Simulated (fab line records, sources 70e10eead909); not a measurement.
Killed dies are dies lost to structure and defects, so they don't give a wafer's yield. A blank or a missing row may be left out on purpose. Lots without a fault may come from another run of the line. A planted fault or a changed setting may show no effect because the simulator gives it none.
Which tool did it? | flow nand_harc | 24 lots, 72 wafers sampled, at 2 steps of a route of 1159

WHAT THE GAUGES READ, wafer by wafer
NHARC_A_BLC_CD_MEAS_19.
lot  | measured     | on        | cd_nm (nm)
L075 | day 18 05:37 | cd_sem-03 | 98.4 97.7 98.7
L076 | day 18 07:34 | cd_sem-02 | 102.0 101.0 100.1
L074 | day 18 09:20 | cd_sem-03 | 100.6 103.1 100.6
L078 | day 18 10:38 | cd_sem-02 | 101.5 102.7 100.6
L077 | day 18 11:32 | cd_sem-02 | 102.4 99.1 100.1
L079 | day 18 13:43 | cd_sem-02 | 101.9 100.6 103.8
L081 | day 19 13:10 | cd_sem-02 | 96.9 98.1 99.8
L080 | day 19 13:37 | cd_sem-01 | 100.8 101.8 99.4
L083 | day 19 17:30 | cd_sem-03 | 99.2 98.3 98.1
L082 | day 19 23:41 | cd_sem-01 | 97.8 99.6 95.0
L084 | day 21 03:03 | cd_sem-03 | 98.0 99.1 99.8
L087 | day 21 04:11 | cd_sem-02 | 96.3 98.3 99.6
L088 | day 21 06:55 | cd_sem-03 | 99.6 99.0 101.3
L086 | day 21 15:37 | cd_sem-01 | 99.9 98.7 99.4
L091 | day 21 21:29 | cd_sem-01 | 102.6 102.4 101.2
L085 | day 22 05:08 | cd_sem-03 | 100.1 99.0 101.3
L089 | day 22 05:58 | cd_sem-02 | 96.9 96.3 99.8
L090 | day 22 06:35 | cd_sem-02 | 100.8 101.7 102.2
L093 | day 22 06:48 | cd_sem-01 | 97.8 98.0 102.0
L092 | day 22 07:26 | cd_sem-03 | 99.4 99.9 102.4
L094 | day 22 13:52 | cd_sem-02 | 98.2 98.0 97.3
L095 | day 22 18:32 | cd_sem-02 | 100.0 98.9 100.2
L097 | day 22 18:46 | cd_sem-02 | 100.5 102.5 100.9
L096 | day 22 22:18 | cd_sem-01 | 100.5 100.3 99.2

WHICH TOOL RAN EACH LOT (tool, then ch and the chambers of the sampled wafers, then the start)
lot  | NHARC_A_BLC_ETCH_17
L075 | rie_diel-06 ch 0,2,3, day 18 05:37 or earlier
L076 | rie_diel-09 ch 0,2,3, day 18 07:34 or earlier
L074 | rie_diel-09 ch 0,2, day 18 09:20 or earlier
L078 | rie_diel-09 ch 0,1, day 18 10:38 or earlier
L077 | rie_diel-08 ch 0,1, day 18 11:32 or earlier
L079 | rie_diel-09 ch 0,1,3, day 18 13:43 or earlier
L081 | rie_diel-09 ch 0,1,2, day 19 13:10 or earlier
L080 | rie_diel-08 ch 2,3, day 19 13:37 or earlier
L083 | rie_diel-06 ch 0,2,3, day 19 17:30 or earlier
L082 | rie_diel-06 ch 0,1,3, day 19 23:41 or earlier
L084 | rie_diel-06 ch 0,3, day 21 03:03 or earlier
L087 | rie_diel-06 ch 0,3, day 21 04:11 or earlier
L088 | rie_diel-09 ch 0,2, day 21 06:55 or earlier
L086 | rie_diel-09 ch 0,2,3, day 21 15:37 or earlier
L091 | rie_diel-09 ch 0,3, day 21 21:29 or earlier
L085 | rie_diel-09 ch 1,2, day 22 05:08 or earlier
L089 | rie_diel-06 ch 0,1,3, day 22 05:58 or earlier
L090 | rie_diel-09 ch 0,3, day 22 06:35 or earlier
L093 | rie_diel-06 ch 0,1,2, day 22 06:48 or earlier
L092 | rie_diel-09 ch 0,1,2, day 22 07:26 or earlier
L094 | rie_diel-06 ch 1,3, day 22 13:52 or earlier
L095 | rie_diel-09 ch 0,2,3, day 22 18:32 or earlier
L097 | rie_diel-06 ch 0,2,3, day 22 18:46 or earlier
L096 | rie_diel-08 ch 1,2, day 22 22:18 or earlier
- NHARC_A_BLC_ETCH_17: etches the open film in N2/H2, target depth 390 nm, time 609.38 s.

WHAT THE TOOLS THEMSELVES READ (means of the sampled wafers that have a number; where no wafer has one, the mark that the record gives instead)
NHARC_A_BLC_ETCH_17.
lot  | tool        | drypump_motor_current_A (A) | h2_flow_sccm (sccm) | oes_product_au (a.u.) | rf_vpp_V (V) | showerhead_plenum_p_Torr (Torr) | throttle_valve_pct (%)
L075 | rie_diel-06 | 6.0                         | 150.0               | 1.006                 | 431.1        | 2.07                            | 14.174
L076 | rie_diel-09 | 5.6                         | 150.4               | 1.001                 | 431.7        | 2.06                            | 14.169
L074 | rie_diel-09 | 5.7                         | 149.9               | 0.999                 | 432.9        | 2.15                            | 14.175
L078 | rie_diel-09 | 5.5                         | 150.5               | 1.006                 | 430.9        | 2.05                            | 14.172
L077 | rie_diel-08 | 5.7                         | 150.1               | 0.996                 | 430.5        | 2.03                            | 14.172
L079 | rie_diel-09 | 5.5                         | 150.0               | 1.005                 | 429.2        | 2.01                            | 14.168
L081 | rie_diel-09 | 5.6                         | 149.9               | 1.008                 | 432.1        | 2.09                            | 14.171
L080 | rie_diel-08 | 5.9                         | 150.3               | 1.008                 | 430.9        | 2.06                            | 14.174
L083 | rie_diel-06 | 6.0                         | 150.4               | 0.999                 | 431.0        | 2.06                            | 14.173
L082 | rie_diel-06 | 5.8                         | 149.7               | 1.008                 | 430.5        | 2.03                            | 14.174
L084 | rie_diel-06 | 6.1                         | 150.3               | 0.999                 | 430.1        | 1.98                            | 14.165
L087 | rie_diel-06 | 6.1                         | 149.3               | 1.008                 | 428.6        | 1.98                            | 14.176
L088 | rie_diel-09 | 5.7                         | 149.6               | 1.002                 | 432.7        | 2.14                            | 14.169
L086 | rie_diel-09 | 5.6                         | 149.7               | 1.003                 | 431.5        | 2.06                            | 14.181
L091 | rie_diel-09 | 5.5                         | 149.9               | 1.011                 | 429.6        | 1.98                            | 14.167
L085 | rie_diel-09 | 5.7                         | 150.0               | 1.006                 | 431.1        | 2.07                            | 14.174
L089 | rie_diel-06 | 5.8                         | 149.9               | 1.005                 | 430.3        | 2.03                            | 14.174
L090 | rie_diel-09 | 5.4                         | 150.4               | 1.005                 | 431.3        | 2.04                            | 14.171
L093 | rie_diel-06 | 5.7                         | 150.1               | 0.997                 | 431.9        | 2.11                            | 14.163
L092 | rie_diel-09 | 5.6                         | 150.3               | 1.012                 | 432.5        | 2.09                            | 14.173
L094 | rie_diel-06 | 6.0                         | 150.3               | 1.013                 | 429.6        | 1.99                            | 14.176
L095 | rie_diel-09 | 5.6                         | 149.6               | 1.002                 | 430.9        | 2.06                            | 14.167
L097 | rie_diel-06 | 6.0                         | 150.2               | 1.012                 | 430.6        | 2.06                            | 14.176
L096 | rie_diel-08 | 6.1                         | 150.1               | 1.000                 | 430.7        | 2.07                            | 14.170

THE ANSWER, worked out from the rows above alone
Rule: what is usual is taken from the lots themselves. Put in order of their means at a reading, lots are off if they are a third of the lots or fewer, leave a main group of 4 or more, and stand apart from it by a gap of 3 or more times the standard deviation of the main group's means; of several such gaps the widest counts. A main group whose means are all the same, to the digits that the tables above print for the reading, isn't used. A lot without any number at a reading at which 4 lots or more have one is off too. The other lots that the step has rows for count as sound. The gauges are gone through in route order, then the tools' own readings, and for those a lot's mean is taken as printed above. The first step at which some lot is off is used, and at that step the reading that is off furthest; a lot without a number counts as furthest.
No lot is off at any reading shown: from this, nothing can be told.

WHAT THE SIMULATOR HAD PUT IN
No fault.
